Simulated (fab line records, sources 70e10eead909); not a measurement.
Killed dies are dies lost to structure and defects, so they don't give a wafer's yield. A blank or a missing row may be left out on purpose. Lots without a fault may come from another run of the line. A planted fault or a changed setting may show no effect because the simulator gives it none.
Chamber matching | flow nand_harc | NHARC_A_STAIRCASE_CMP_472 on cmp-02: 4 sister chambers
The step polishes SiO2. 4 wafers are shown with their chamber, then 9 later ones without.

WAFERS WITH THEIR CHAMBER
wafer  | chamber | motor_current_A (A)
L085.6 | 0       | 11.7
L087.1 | 3       | 13.1
L087.5 | 1       | 12.6
L087.6 | 2       | 13.1

WAFERS WITHOUT THEIR CHAMBER
wafer  | motor_current_A (A)
L092.2 | 11.8
L092.3 | 12.3
L092.4 | 12.9
L088.1 | 13.6
L088.4 | 12.0
L088.6 | 12.2
L094.1 | 12.0
L094.3 | 11.9
L094.4 | 12.5

WHICH CHAMBER EACH WENT THROUGH
wafer  | from the rows above               | in truth
L092.2 | 0                                 | 0
L092.3 | can't be placed: 1 or 0 or 2 or 3 | 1
L092.4 | can't be placed: 2 or 3 or 1      | 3
L088.1 | can't be placed: 2 or 3 or 1      | 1
L088.4 | can't be placed: 0 or 1           | 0
L088.6 | can't be placed: 1 or 0 or 2 or 3 | 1
L094.1 | can't be placed: 0 or 1           | 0
L094.3 | can't be placed: 0 or 1           | 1
L094.4 | can't be placed: 1 or 2 or 3      | 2
Placed correctly: 1 of 9. Can't be placed from these rows: 8 (the true chamber is among the candidates in 8). Placed wrongly: 0.
How it was worked out, from the rows above alone: a wafer's distance from a chamber is the root of the sum, over the readings, of the square of ((its reading less the chamber's mean) divided by the reading's scatter). The wafer belongs to the nearest chamber; if the next one is less than 2 further off, it can't be placed. A chamber's mean is the mean of its shown wafers. The scatter: with one shown wafer a chamber, the root of the mean of the squares of how far each hidden wafer lies from its nearest shown one.
